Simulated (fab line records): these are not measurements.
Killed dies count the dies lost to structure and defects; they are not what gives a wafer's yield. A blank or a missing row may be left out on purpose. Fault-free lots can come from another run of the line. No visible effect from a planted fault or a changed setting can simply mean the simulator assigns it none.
fab line records	flow nand-harc
record: lots: 12	wafers: 36	last-day: 24
route steps=1159 shown A_SGD_CUT@764 A_SLIT@787 END@1159
lots untouched by any fault: they come from a run of this same line in which no faults occurred
start-h: hours from the record's opening day to when the first of the lot's shown wafers began	wait-h: hours from the lot's prior step to this one	" identical to the entry in the row above	L1.1+2: several wafers, shown together as one row	- no value present, or no start provided	* or withheld: withheld	< > ~ a bound
route shown NAME@n: NAME is a module with steps in the file, n the number in the route of the first one	usual: mean and standard deviation over wafers with no fault	same: alike in all rows	chamber/n: place in a boat	sites: the reading at each site	_std_site: the values' standard deviation	_edge_site: outer sites' mean less inner sites'	radius-mm: for every site, how far away it sits from the centre of the wafer	mask NAME#n: copy n	behind: the last tool/chamber to shape the wafer	hold: the reason the lot was held/the length of the hold in hours/how it ended	device: transistor that didn't switch, given as n, p or np	end of line: the route-end tests of the same wafers	a step given without rows: its recipe and nothing more	killed: dies lost to structure and defects at the first sort, not the wafer's yield	map: shows each die of a wafer: x if killed, . if not, _ if none is there
set.NAME: the setting that was run; set.NAME@STEP: the one run at that earlier step	model.NAME: the simulator's own value behind a step, which no gauge read
one table for each step of the route and one row for each wafer, over a sample of lots
services: the hour from which a tool's chamber was out of use, counted from the record's first day as start-h (under 0 if before that day), plus the number of hours and why
== steps ==
step: NHARC_A_SGD_CUT_ETCH_15
recipe: target-depth-a: 750	time-s: 64.3	ch3f-flow-sccm: 50	o2-flow-sccm: 30	ar-flow-sccm: 200	rf-w: 500	bias-w: 100	chemistry: CH3F/O2
usual: drypump-motor-current-A: 5.8/0.6	o2-flow-sccm: 29.99/0.094	oes-product-au: 0.962/0.021	rf-vpp-V: 264.0/1.8	showerhead-plenum-p-Torr: 2.46/0.12	throttle-valve-pct: 20.663/0.0091
lot.wafer	tool	chamber	start-h	wait-h	drypump-motor-current-A	o2-flow-sccm	oes-product-au	rf-hours-counter-h	rf-vpp-V	showerhead-plenum-p-Torr	throttle-valve-pct
L778.1	rie-diel-07	3	-	-	6.1	30.04	0.972	4	262.9	2.36	20.666
L778.5	"	0	"	"	6.4	30.04	0.999	-	266.2	2.57	20.677
L778.6	"	1	"	"	5.1	30.21	0.970	-	265.3	2.61	20.677
L781.1	rie-diel-07	3	-	-	6.1	30.12	0.950	6	263.0	2.36	20.654
L781.5	"	2	"	"	6.7	29.88	0.977	-	262.0	2.40	20.649
L781.6	"	3	"	"	6.1	30.01	0.965	-	261.7	2.36	20.686
L783.1	rie-diel-07	2	-	-	6.7	30.10	0.965	7	263.7	2.40	20.664
L783.3	"	0	"	"	6.4	29.92	0.993	7	264.7	2.57	20.663
L783.2	"	1	"	"	5.1	30.07	0.984	7	266.6	2.61	20.661
L784.2	rie-diel-08	3	-	-	5.7	30.03	0.951	3	264.9	2.50	20.659
L784.5	"	0	"	"	5.5	30.06	0.955	-	262.3	2.36	20.677
L784.6	"	3	"	"	5.7	30.05	0.956	-	263.7	2.50	20.643
L786.3	rie-diel-08	1	-	-	5.4	29.93	0.944	4	261.9	2.33	20.659
L786.1	"	3	"	"	5.7	29.85	0.977	5	263.9	2.50	20.674
L786.5	"	0	"	"	5.5	30.12	0.980	-	262.6	2.36	20.673
L785.4	rie-diel-08	0	-	-	5.5	29.85	0.962	5	262.2	2.36	20.671
L785.3	"	1	"	"	5.4	30.17	0.971	4	261.9	2.33	20.658
L785.5	"	1	"	"	5.4	30.04	0.963	-	261.6	2.33	20.658
L788.4	rie-diel-06	3	-	-	5.1	30.02	0.953	11	265.1	2.42	20.659
L788.3	"	2	"	"	5.9	29.99	0.982	12	266.0	2.61	20.664
L788.6	"	3	"	"	5.1	30.13	0.946	-	263.0	2.42	20.673
L790.3	rie-diel-06	0	-	-	4.9	29.80	0.960	13	265.5	2.61	20.655
L790.1	"	2	"	"	6.0	30.03	0.998	13	265.9	2.61	20.673
L790.6	"	3	"	"	5.1	29.99	0.965	-	262.2	2.42	20.655
L794.2	rie-diel-08	0	-	-	5.5	29.84	0.975	11	262.7	2.36	20.664
L794.6	"	1	"	"	5.4	30.00	0.955	-	261.6	2.33	20.657
L794.4	"	2	"	"	6.1	29.97	0.968	-	265.0	2.58	20.663
L793.4	rie-diel-06	3	-	-	5.1	29.95	0.980	16	262.9	2.42	20.672
L793.1	"	0	"	"	4.9	29.87	0.964	15	266.7	2.61	20.666
L793.5	"	3	"	"	5.1	29.92	0.971	-	263.6	2.42	20.669
L795.2	rie-diel-08	2	-	-	6.1	30.04	0.929	12	266.8	2.58	20.649
L795.4	"	1	"	"	5.4	30.06	0.922	-	261.0	2.33	20.676
L795.6	"	0	"	"	5.5	29.99	0.930	-	263.1	2.36	20.672
L798.4	rie-diel-06	3	-	-	5.1	29.88	0.950	1	262.8	2.42	20.666
L798.6	"	0	"	"	4.9	30.13	0.948	-	267.1	2.61	20.671
L798.5	"	1	"	"	6.6	30.12	0.987	-	262.1	2.31	20.669
step: NHARC_A_SGD_CUT_STRIP_28
recipe: time-s: 20	o2-flow-sccm: 500	ar-flow-sccm: 0	bias-w: 0	chemistry: O2
usual: drypump-motor-current-A: 5.8/0.59	o2-flow-sccm: 500.1/1.6	oes-product-au: 1.001/0.012	rf-vpp-V: 57.8/0.9	showerhead-plenum-p-Torr: 3.53/0.17	throttle-valve-pct: 17.036/0.0087
lot.wafer	tool	chamber	start-h	wait-h	drypump-motor-current-A	o2-flow-sccm	oes-product-au	rf-hours-counter-h	rf-vpp-V	showerhead-plenum-p-Torr	throttle-valve-pct
L778.1	rie-diel-06	2	-	-	6.0	500.9	1.016	6	58.8	3.74	17.042
L778.5	"	0	"	"	4.9	502.4	0.976	-	57.4	3.74	17.043
L778.6	"	1	"	"	6.6	499.2	0.987	-	57.7	3.32	17.033
L781.1	rie-diel-06	2	-	-	6.0	501.8	1.025	8	59.0	3.73	17.028
L781.6	"	3	"	"	5.1	499.1	0.998	-	56.6	3.48	17.019
L781.5	"	0	"	"	4.9	501.2	1.003	-	58.4	3.74	17.035
L784.2	rie-diel-06	2	-	-	5.9	501.7	1.020	10	57.9	3.73	17.035
L784.5	"	0	"	"	4.9	498.3	1.003	-	59.3	3.74	17.031
L784.6	"	1	"	"	6.7	499.8	1.003	-	56.0	3.32	17.034
L783.1	rie-diel-08	2	351.41	0.4	6.1	500.5	0.992	5	58.5	3.71	17.028
L783.2	"	3	"	"	5.7	500.5	0.986	4	59.7	3.59	17.044
L783.3	"	0	"	"	5.5	499.0	0.998	4	58.3	3.40	17.029
L786.1	rie-diel-08	1	-	-	5.4	500.2	0.996	5	57.5	3.35	17.038
L786.3	"	3	"	"	5.7	503.2	0.994	6	57.4	3.59	17.036
L786.5	"	0	"	"	5.5	501.4	1.014	-	56.0	3.40	17.025
L785.3	rie-diel-07	2	-	-	6.7	498.6	1.008	9	57.6	3.44	17.021
L785.4	"	3	"	"	6.1	499.7	0.993	9	57.8	3.39	17.047
L785.5	"	2	"	"	6.7	498.9	1.001	-	58.1	3.44	17.026
L788.4	rie-diel-06	1	-	-	6.6	501.5	1.009	12	57.3	3.32	17.042
L788.3	"	0	"	"	4.9	500.8	0.990	12	58.6	3.74	17.019
L788.6	"	1	"	"	6.6	502.6	1.005	-	57.7	3.32	17.034
L790.1	rie-diel-06	2	-	-	6.0	500.7	1.024	13	58.8	3.73	17.035
L790.3	"	0	"	"	4.9	501.4	1.005	14	58.2	3.74	17.032
L790.6	"	1	"	"	6.6	498.8	0.998	-	57.0	3.32	17.024
L794.4	rie-diel-06	3	-	-	5.1	499.1	0.989	16	57.5	3.48	17.016
L794.2	"	1	"	"	6.7	501.0	0.985	17	57.5	3.32	17.045
L794.6	"	0	"	"	4.9	502.4	0.992	-	57.0	3.74	17.030
L793.1	rie-diel-08	1	412.67	0.2	5.4	500.9	0.994	10	57.1	3.35	17.020
L793.5	"	2	"	"	6.2	500.5	1.016	-	56.9	3.70	17.038
L793.4	"	0	"	"	5.5	499.4	1.007	-	56.0	3.39	17.042
L795.2	rie-diel-08	2	412.72	0.1	6.1	501.6	1.002	13	57.7	3.70	17.032
L795.6	"	0	"	"	5.5	502.7	0.986	-	57.1	3.39	17.030
L795.4	"	2	"	"	6.2	505.0	1.012	-	57.6	3.70	17.035
L798.4	rie-diel-08	2	-	-	6.1	498.5	1.008	16	59.1	3.70	17.044
L798.6	"	3	"	"	5.7	501.6	0.978	-	57.9	3.58	17.033
L798.5	"	0	"	"	5.5	498.6	0.999	-	57.2	3.39	17.033
step: NHARC_A_SGD_CUT_INSPECT_25
usual: raw-defect-count: 304/71
lot.wafer	tool	chamber	start-h	wait-h	raw-defect-count
L778.1	defect-inspect-01	-	313.74	-	336
L778.5	"	-	"	"	268
L778.6	"	-	"	"	296
L781.1	defect-inspect-01	-	328.08	-	203
L781.5	"	-	"	"	197
L781.6	"	-	"	"	269
L784.2	defect-inspect-01	-	351.29	-	242
L784.5	"	-	"	"	380
L784.6	"	-	"	"	337
L783.1	defect-inspect-02	-	351.52	-	248
L783.2	"	-	"	"	254
L783.3	"	-	"	"	411
L786.1	defect-inspect-01	-	363.66	-	363
L786.3	"	-	"	"	238
L786.5	"	-	"	"	387
L785.3	defect-inspect-02	-	363.71	-	314
L785.4	"	-	"	"	204
L785.5	"	-	"	"	332
L788.3	defect-inspect-01	-	373.90	-	251
L788.4	"	-	"	"	262
L788.6	"	-	"	"	218
L790.1	defect-inspect-02	-	392.04	-	376
L790.3	"	-	"	"	280
L790.6	"	-	"	"	242
L794.2	defect-inspect-01	-	412.67	-	285
L794.4	"	-	"	"	304
L794.6	"	-	"	"	369
L793.1	defect-inspect-01	-	412.77	-	416
L793.4	"	-	"	"	212
L793.5	"	-	"	"	199
L795.2	defect-inspect-02	-	412.83	-	497
L795.4	"	-	"	"	379
L795.6	"	-	"	"	440
L798.4	defect-inspect-01	-	440.93	-	379
L798.5	"	-	"	"	442
L798.6	"	-	"	"	503
step: NHARC_A_SLIT_EXPOSE_06
recipe: na: 1.35	dose-mj: 60.82	mask-id: SLIT
usual: exposure-dose-mJ-cm2: 60.81/0.061
lot.wafer	tool	chamber	start-h	wait-h	mask	exposure-dose-mJ-cm2
L778.1	arfi-scanner-01	0	316.70	-	SLIT#0	60.79
L778.5	"	0	"	"	SLIT#0	60.76
L778.6	"	0	"	"	SLIT#0	60.82
L781.1	arfi-scanner-01	0	332.31	-	SLIT#0	60.77
L781.5	"	0	"	"	SLIT#0	60.96
L781.6	"	0	"	"	SLIT#0	60.76
L784.2	arfi-scanner-03	0	354.27	-	SLIT#0	60.88
L784.5	"	0	"	"	SLIT#0	60.80
L784.6	"	0	"	"	SLIT#0	60.86
L783.1	arfi-scanner-03	0	355.47	-	SLIT#0	60.90
L783.2	"	0	"	"	SLIT#0	60.74
L783.3	"	0	"	"	SLIT#0	60.82
L786.1	arfi-scanner-02	0	366.77	-	SLIT#0	60.71
L786.3	"	0	"	"	SLIT#0	60.74
L786.5	"	0	"	"	SLIT#0	60.81
L785.3	arfi-scanner-02	0	368.60	-	SLIT#0	60.84
L785.4	"	0	"	"	SLIT#0	60.77
L785.5	"	0	"	"	SLIT#0	60.77
L788.3	arfi-scanner-02	0	376.69	-	SLIT#0	60.79
L788.4	"	0	"	"	SLIT#0	60.85
L788.6	"	0	"	"	SLIT#0	60.80
L790.1	arfi-scanner-03	0	395.10	-	SLIT#0	60.78
L790.3	"	0	"	"	SLIT#0	60.88
L790.6	"	0	"	"	SLIT#0	60.80
L793.1	arfi-scanner-03	0	419.40	-	SLIT#0	60.85
L793.4	"	0	"	"	SLIT#0	60.87
L793.5	"	0	"	"	SLIT#0	60.93
L794.2	arfi-scanner-03	0	421.06	-	SLIT#0	60.84
L794.4	"	0	"	"	SLIT#0	60.72
L794.6	"	0	"	"	SLIT#0	60.78
L795.2	arfi-scanner-02	0	421.31	-	SLIT#0	59.44
L795.4	"	0	"	"	SLIT#0	59.42
L795.6	"	0	"	"	SLIT#0	59.46
L798.4	arfi-scanner-02	0	444.04	-	SLIT#0	59.63
L798.5	"	0	"	"	SLIT#0	59.51
L798.6	"	0	"	"	SLIT#0	59.62
step: NHARC_END_SORT_01
recipe: temp-c: 25
usual: killed-at-array: 31/11	killed-at-other: 0.5/0.78	killed-at-periphery: 3.0/2	killed-dies: 34/12	killed-open: 3.2/2	killed-short: 1.9/1.6
same: gross-dies: 677
lot.wafer	tool	chamber	start-h	wait-h	killed-at-array	killed-at-other	killed-at-periphery	killed-dies	killed-open	killed-short
L778.1	prober-02	0	453.41	2.5	15	0	2	17	1	2
L778.5	prober-02	0	456.62	3.7	18	0	4	22	3	3
L778.6	prober-02	0	457.42	4.0	24	3	4	31	4	1
L781.1	prober-01	0	453.45	2.5	16	0	4	20	0	1
L781.5	prober-01	0	456.69	3.7	27	1	8	36	7	2
L781.6	prober-01	0	457.50	4.0	21	0	5	26	1	1
L783.1	prober-02	0	481.46	2.5	24	1	3	28	2	3
L783.2	prober-02	0	482.26	2.8	23	2	1	26	2	1
L783.3	prober-02	0	483.06	3.1	32	1	4	37	7	3
L784.2	prober-01	0	482.39	2.9	32	1	2	35	4	0
L784.5	prober-01	0	484.81	3.7	30	0	3	33	2	0
L784.6	prober-01	0	485.62	4.0	32	0	3	35	5	3
L785.3	prober-01	0	491.09	3.1	28	0	2	30	1	1
L785.4	prober-01	0	491.90	3.5	44	0	2	46	6	1
L785.5	prober-01	0	492.72	3.8	46	3	4	53	4	2
L786.1	prober-02	0	497.09	2.5	43	1	2	46	0	2
L786.3	prober-02	0	498.69	3.1	38	1	0	39	2	1
L786.5	prober-02	0	500.29	3.7	51	0	4	55	4	4
L788.3	prober-01	0	498.96	3.1	16	1	4	21	2	4
L788.4	prober-01	0	499.75	3.4	17	0	4	21	1	5
L788.6	prober-01	0	501.34	4.0	16	0	5	21	3	7
L790.1	prober-01	0	510.01	2.5	13	0	4	17	3	3
L790.3	prober-01	0	511.60	3.1	20	1	3	24	3	7
L790.6	prober-01	0	513.98	4.0	17	1	4	22	3	0
L793.1	prober-01	0	540.83	2.5	35	1	2	38	1	2
L793.4	prober-01	0	543.23	3.4	30	1	3	34	3	0
L793.5	prober-01	0	544.04	3.7	32	2	2	36	1	1
L795.2	prober-02	0	541.62	2.8	35	0	3	38	2	0
L795.4	prober-02	0	543.20	3.4	33	0	2	35	1	2
L795.6	prober-02	0	544.78	3.9	29	0	3	32	3	0
L794.2	prober-02	0	557.20	2.8	34	0	3	37	2	2
L794.4	prober-02	0	558.81	3.4	28	1	0	29	1	1
L794.6	prober-02	0	560.43	4.0	31	1	1	33	4	3
L798.4	prober-02	0	574.33	3.4	24	0	3	27	3	1
L798.5	prober-02	0	575.12	3.7	31	0	3	34	3	3
L798.6	prober-02	0	575.91	4.0	34	0	2	36	2	2
killed by level:class
L778.1 A_SLIT:chamber-film-flake=11 A_CHANNEL_HOLE_D1:chamber-film-flake=2 P_CONTACT:geometric-particle:open=1 A_CHANNEL_HOLE_D1:geometric-particle:short=1 A_CHANNEL_FILL_D1:geometric-particle:short=1 P_ZERO_WELL:chamber-film-flake=1
L781.1 A_SLIT:chamber-film-flake=10 P_BONDPAD:chamber-film-flake=4 A_CHANNEL_HOLE_D1:chamber-film-flake=2 A_BLC:geometric-particle:short=1 A_CHANNEL_FILL_D1:chamber-film-flake=1 A_STAIRCASE:chamber-film-flake=1 A_CONTACT:chamber-film-flake=1
L778.5 A_SLIT:chamber-film-flake=10 P_ZERO_WELL:chamber-film-flake=3 A_CHANNEL_HOLE_D1:geometric-particle:short=2 A_CHANNEL_FILL_D1:geometric-particle:open=1 A_WL_FILL:geometric-particle:short=1 A_M0:geometric-particle:open=1 A_M1:geometric-particle:open=1 P_GATE:chamber-film-flake=1
L781.5 A_SLIT:chamber-film-flake=10 P_BONDPAD:chamber-film-flake=5 A_CONTACT:chamber-film-flake=4 A_ZERO_WELL:chamber-film-flake=3 A_CHANNEL_HOLE_D1:chamber-film-flake=3 A_M0:geometric-particle:open=2 P_STI:geometric-particle:open=1 P_CONTACT:geometric-particle:open=1
L778.6 A_SLIT:chamber-film-flake=8 A_CHANNEL_HOLE_D1:chamber-film-flake=7 A_STAIRCASE:chamber-film-flake=3 THIN_TSV:chamber-film-flake=3 A_M0:geometric-particle:open=2 P_ZERO_WELL:chamber-film-flake=2 A_CONTACT:chamber-film-flake=2 P_CONTACT:geometric-particle:open=1
L781.6 A_SLIT:chamber-film-flake=11 A_STAIRCASE:chamber-film-flake=4 A_CONTACT:chamber-film-flake=3 P_BONDPAD:chamber-film-flake=2 A_SGD_CUT:geometric-particle:short=1 A_M0:geometric-particle:open=1 P_STI:chamber-film-flake=1 P_GATE:chamber-film-flake=1
L783.1 A_SLIT:chamber-film-flake=11 A_ZERO_WELL:chamber-film-flake=4 A_CONTACT:geometric-particle:open=2 A_ONON_D1:geometric-particle:short=1 A_CHANNEL_HOLE_D1:geometric-particle:short=1 A_SGD_CUT:geometric-particle:short=1 P_ZERO_WELL:chamber-film-flake=1 P_STI:chamber-film-flake=1
L783.2 A_SLIT:chamber-film-flake=8 A_CHANNEL_HOLE_D1:chamber-film-flake=4 A_STAIRCASE:chamber-film-flake=4 A_CONTACT:chamber-film-flake=2 THIN_TSV:chamber-film-flake=2 A_CONTACT:geometric-particle:open=1 A_M0:geometric-particle:short=1 A_M0:geometric-particle:open=1
L784.2 A_CHANNEL_HOLE_D1:chamber-film-flake=22 A_STAIRCASE:chamber-film-flake=4 A_SLIT:chamber-film-flake=2 A_BLC:chamber-film-flake=2 P_GATE:geometric-particle:open=1 P_M2:geometric-particle:open=1 A_ONON_D1:geometric-particle:open=1 A_M0:geometric-particle:open=1
L783.3 A_SLIT:chamber-film-flake=15 A_CHANNEL_HOLE_D1:chamber-film-flake=3 A_STAIRCASE:chamber-film-flake=3 P_M0:geometric-particle:open=2 A_STAIRCASE:geometric-particle:open=2 A_ZERO_WELL:chamber-film-flake=2 P_STI:geometric-particle:short=1 A_ONON_D1:geometric-particle:open=1
L784.5 A_CHANNEL_HOLE_D1:chamber-film-flake=20 A_STAIRCASE:chamber-film-flake=4 A_CONTACT:chamber-film-flake=3 A_SLIT:chamber-film-flake=2 P_CONTACT:geometric-particle:open=1 A_M0:geometric-particle:open=1 P_ZERO_WELL:chamber-film-flake=1 P_GATE:chamber-film-flake=1
L784.6 A_CHANNEL_HOLE_D1:chamber-film-flake=14 A_STAIRCASE:chamber-film-flake=5 A_BLC:chamber-film-flake=3 A_CONTACT:chamber-film-flake=2 P_CONTACT:geometric-particle:open=1 A_SGD_CUT:geometric-particle:short=1 A_ONON_D1:geometric-particle:open=1 A_CHANNEL_FILL_D1:geometric-particle:short=1
L785.3 A_CHANNEL_HOLE_D1:chamber-film-flake=12 A_SLIT:chamber-film-flake=10 A_CONTACT:chamber-film-flake=3 P_CONTACT:geometric-particle:short=1 P_M2:geometric-particle:open=1 A_CHANNEL_FILL_D1:chamber-film-flake=1 A_STAIRCASE:chamber-film-flake=1 A_WL_FILL:chamber-film-flake=1
L785.4 A_SLIT:chamber-film-flake=17 A_CHANNEL_HOLE_D1:chamber-film-flake=12 A_STAIRCASE:chamber-film-flake=6 A_WL_FILL:chamber-film-flake=3 A_CONTACT:geometric-particle:open=2 P_M0:geometric-particle:open=1 P_M2:geometric-particle:open=1 A_CHANNEL_FILL_D1:geometric-particle:short=1
L785.5 A_CHANNEL_HOLE_D1:chamber-film-flake=19 A_SLIT:chamber-film-flake=12 A_STAIRCASE:chamber-film-flake=4 A_CONTACT:chamber-film-flake=4 A_CONTACT:geometric-particle:open=2 P_GATE:chamber-film-flake=2 A_WL_FILL:chamber-film-flake=2 THIN_TSV:chamber-film-flake=2
L786.1 A_CHANNEL_HOLE_D1:chamber-film-flake=20 A_SLIT:chamber-film-flake=12 A_STAIRCASE:chamber-film-flake=7 A_WL_FILL:geometric-particle:short=2 A_CONTACT:chamber-film-flake=2 P_ZERO_WELL:chamber-film-flake=1 P_GATE:chamber-film-flake=1 THIN_TSV:chamber-film-flake=1
L786.3 A_SLIT:chamber-film-flake=15 A_CHANNEL_HOLE_D1:chamber-film-flake=12 A_STAIRCASE:chamber-film-flake=7 A_WL_FILL:geometric-particle:short=1 A_CONTACT:geometric-particle:open=1 A_BLC:geometric-particle:open=1 A_CONTACT:chamber-film-flake=1 THIN_TSV:chamber-film-flake=1
L788.3 A_STAIRCASE:chamber-film-flake=5 A_CHANNEL_HOLE_D1:chamber-film-flake=4 P_ZERO_WELL:chamber-film-flake=2 A_ZERO_WELL:chamber-film-flake=2 P_CONTACT:geometric-particle:short=1 P_M0:geometric-particle:short=1 A_ONON_D1:geometric-particle:short=1 A_ONON_D1:geometric-particle:open=1
L788.4 A_CHANNEL_HOLE_D1:chamber-film-flake=5 A_CONTACT:chamber-film-flake=4 A_SLIT:chamber-film-flake=2 P_STI:geometric-particle:short=1 P_GATE:geometric-particle:short=1 P_CONTACT:geometric-particle:short=1 P_M0:geometric-particle:short=1 A_WL_FILL:geometric-particle:short=1
L786.5 A_CHANNEL_HOLE_D1:chamber-film-flake=23 A_SLIT:chamber-film-flake=14 A_STAIRCASE:chamber-film-flake=6 A_WL_FILL:geometric-particle:open=3 P_CONTACT:geometric-particle:short=2 A_CONTACT:chamber-film-flake=2 P_M0:geometric-particle:open=1 A_CHANNEL_FILL_D1:geometric-particle:short=1
L788.6 A_CHANNEL_HOLE_D1:chamber-film-flake=4 A_WL_FILL:geometric-particle:short=2 A_STAIRCASE:chamber-film-flake=2 P_CONTACT:geometric-particle:open=1 P_CONTACT:geometric-particle:short=1 P_M0:geometric-particle:short=1 P_M2:geometric-particle:open=1 A_SOURCE_PLATE:geometric-particle:short=1
L790.1 A_CHANNEL_HOLE_D1:chamber-film-flake=4 A_CHANNEL_FILL_D1:geometric-particle:short=2 P_M1:chamber-film-flake=2 A_STAIRCASE:chamber-film-flake=2 A_CONTACT:chamber-film-flake=2 P_M1:geometric-particle:open=1 A_ONON_D1:geometric-particle:short=1 A_CHANNEL_FILL_D1:geometric-particle:open=1
L790.3 A_CONTACT:chamber-film-flake=6 P_M1:chamber-film-flake=3 A_SOURCE_PLATE:geometric-particle:short=2 A_CONTACT:geometric-particle:open=2 A_CONTACT:geometric-particle:short=2 A_STAIRCASE:chamber-film-flake=2 A_CHANNEL_HOLE_D1:geometric-particle:short=1 A_CHANNEL_FILL_D1:geometric-particle:short=1
L790.6 A_CONTACT:chamber-film-flake=8 A_CHANNEL_HOLE_D1:chamber-film-flake=5 P_GATE:geometric-particle:open=2 P_M1:chamber-film-flake=2 A_ZERO_WELL:chamber-film-flake=2 A_CONTACT:geometric-particle:open=1 HYBRID_BOND:chamber-film-flake=1 A_STAIRCASE:chamber-film-flake=1
L793.1 A_SLIT:chamber-film-flake=16 A_STAIRCASE:chamber-film-flake=6 A_CHANNEL_HOLE_D1:chamber-film-flake=4 A_CONTACT:chamber-film-flake=3 A_WL_FILL:chamber-film-flake=3 P_M0:geometric-particle:short=1 A_WL_FILL:geometric-particle:open=1 A_CONTACT:geometric-particle:short=1
L795.2 A_SLIT:chamber-film-flake=20 A_CHANNEL_HOLE_D1:chamber-film-flake=6 A_CONTACT:chamber-film-flake=6 P_GATE:geometric-particle:open=1 P_M2:geometric-particle:open=1 P_M1:chamber-film-flake=1 A_CHANNEL_FILL_D1:chamber-film-flake=1 A_STAIRCASE:chamber-film-flake=1
L795.4 A_SLIT:chamber-film-flake=16 A_CHANNEL_HOLE_D1:chamber-film-flake=7 A_CONTACT:chamber-film-flake=5 A_CHANNEL_FILL_D1:chamber-film-flake=2 P_CONTACT:geometric-particle:open=1 P_CONTACT:geometric-particle:short=1 A_CONTACT:geometric-particle:short=1 A_STAIRCASE:chamber-film-flake=1
L793.4 A_SLIT:chamber-film-flake=17 A_CONTACT:chamber-film-flake=5 A_CHANNEL_HOLE_D1:chamber-film-flake=4 A_STAIRCASE:chamber-film-flake=2 P_GATE:geometric-particle:open=1 P_M2:geometric-particle:open=1 A_CHANNEL_FILL_D1:geometric-particle:open=1 P_M1:chamber-film-flake=1
L793.5 A_SLIT:chamber-film-flake=18 A_STAIRCASE:chamber-film-flake=6 A_CHANNEL_HOLE_D1:chamber-film-flake=5 THIN_TSV:chamber-film-flake=2 P_M1:geometric-particle:short=1 A_CHANNEL_FILL_D1:geometric-particle:open=1 P_M1:chamber-film-flake=1 A_CHANNEL_FILL_D1:chamber-film-flake=1
L795.6 A_SLIT:chamber-film-flake=16 A_CHANNEL_HOLE_D1:chamber-film-flake=5 A_CONTACT:chamber-film-flake=3 A_STAIRCASE:chamber-film-flake=2 P_CONTACT:geometric-particle:open=1 A_CHANNEL_FILL_D1:geometric-particle:open=1 A_CONTACT:geometric-particle:open=1 P_ZERO_WELL:chamber-film-flake=1
L794.2 A_CHANNEL_HOLE_D1:chamber-film-flake=23 A_CONTACT:chamber-film-flake=6 A_ONON_D1:geometric-particle:short=2 P_CONTACT:geometric-particle:open=1 A_CHANNEL_FILL_D1:geometric-particle:open=1 P_GATE:chamber-film-flake=1 P_M1:chamber-film-flake=1 A_ZERO_WELL:chamber-film-flake=1
L794.4 A_CHANNEL_HOLE_D1:chamber-film-flake=20 A_CONTACT:chamber-film-flake=5 A_ONON_D1:geometric-particle:short=1 A_M0:geometric-particle:open=1 A_CHANNEL_FILL_D1:chamber-film-flake=1 THIN_TSV:chamber-film-flake=1
L794.6 A_CHANNEL_HOLE_D1:chamber-film-flake=20 A_CONTACT:chamber-film-flake=3 A_M0:geometric-particle:open=2 A_ONON_D1:geometric-particle:open=1 A_ONON_D1:geometric-particle:short=1 A_CHANNEL_FILL_D1:geometric-particle:open=1 A_WL_FILL:geometric-particle:short=1 A_M1:geometric-particle:short=1
L798.4 A_CHANNEL_HOLE_D1:chamber-film-flake=7 A_SGD_CUT:chamber-film-flake=4 A_BLC:chamber-film-flake=3 A_M0:chamber-film-flake=3 P_GATE:chamber-film-flake=2 A_CONTACT:chamber-film-flake=2 P_BONDPAD:chamber-film-flake=1 A_ONON_D1:geometric-particle:open=1
L798.5 A_BLC:chamber-film-flake=9 A_CHANNEL_HOLE_D1:chamber-film-flake=8 A_CONTACT:chamber-film-flake=4 A_SGD_CUT:chamber-film-flake=3 A_WL_FILL:geometric-particle:short=2 A_M0:chamber-film-flake=2 P_CONTACT:geometric-particle:open=1 P_M0:geometric-particle:open=1
L798.6 A_CHANNEL_HOLE_D1:chamber-film-flake=9 A_CONTACT:chamber-film-flake=8 A_M0:chamber-film-flake=6 A_BLC:chamber-film-flake=5 A_SGD_CUT:chamber-film-flake=2 P_CONTACT:geometric-particle:short=1 A_CHANNEL_FILL_D1:geometric-particle:short=1 A_CHANNEL_FILL_D1:geometric-particle:open=1
== services ==
tool	chamber	start-h	hours	kind
rie-diel-08	0	280.87	-	clean
rie-diel-08	1	280.87	-	clean
rie-diel-08	2	280.87	-	clean
rie-diel-08	3	280.87	-	clean
rie-diel-06	0	299.26	-	clean
rie-diel-06	1	299.26	-	clean
rie-diel-06	2	299.26	-	clean
rie-diel-06	3	299.26	-	clean
rie-diel-08	1	300.38	1.5	repair
rie-diel-08	-	301.87	9.0	pm
rie-diel-08	0	301.87	9.0	vent-cycle
rie-diel-08	2	301.87	9.0	vent-cycle
arfi-scanner-03	-	312.00	4.0	pm
rie-diel-08	1	338.70	13.1	repair
arfi-scanner-03	-	338.73	2.0	repair
arfi-scanner-01	-	368.00	4.0	pm
rie-diel-07	1	373.87	14.6	repair
rie-diel-08	3	402.80	16.6	repair
rie-diel-07	-	405.20	9.0	pm
rie-diel-07	1	415.73	2.8	repair
rie-diel-06	-	418.20	9.0	pm
arfi-scanner-02	-	428.00	4.0	pm
arfi-scanner-01	-	430.00	0.8	repair
arfi-scanner-02	-	440.27	0.8	repair
== key ==
first-sign: step: NHARC_A_SLIT_EXPOSE_06	reading: exposure-dose-mJ-cm2	direction: down	sigmas: 21	usual: 60.81	struck: 59.51
effect none on later readings
met-at NHARC_A_SLIT_EXPOSE_06
struck-lots L795,L798
tester-left-out L795,L798
loop-trim: step: NHARC_A_SLIT_EXPOSE_06	setting: dose	lots: L798
not-acting-at NHARC_A_SGD_CUT_ETCH_15,NHARC_A_SGD_CUT_STRIP_28,NHARC_A_SGD_CUT_INSPECT_25
onset-between 376.69 421.31
fault: kind: process-parameter-drift	tool: arfi-scanner-02	chamber: -	onset-h: 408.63	steps: NHARC_A_SLIT_EXPOSE_06	channel: dose-mj	offset: -1.4639	shape: step	acts-in: these-recipes-only	stated: 60.82
tester-left-out: of these lots the tester's yield and bins aren't shown, on N5 and GAA mostly nor the transistor test; their killed dies are dies lost to structure and defects alone, not to doping, threshold or leakage, so they don't give the yield
loop-trim: a control loop set the setting to another value than it would have without faults
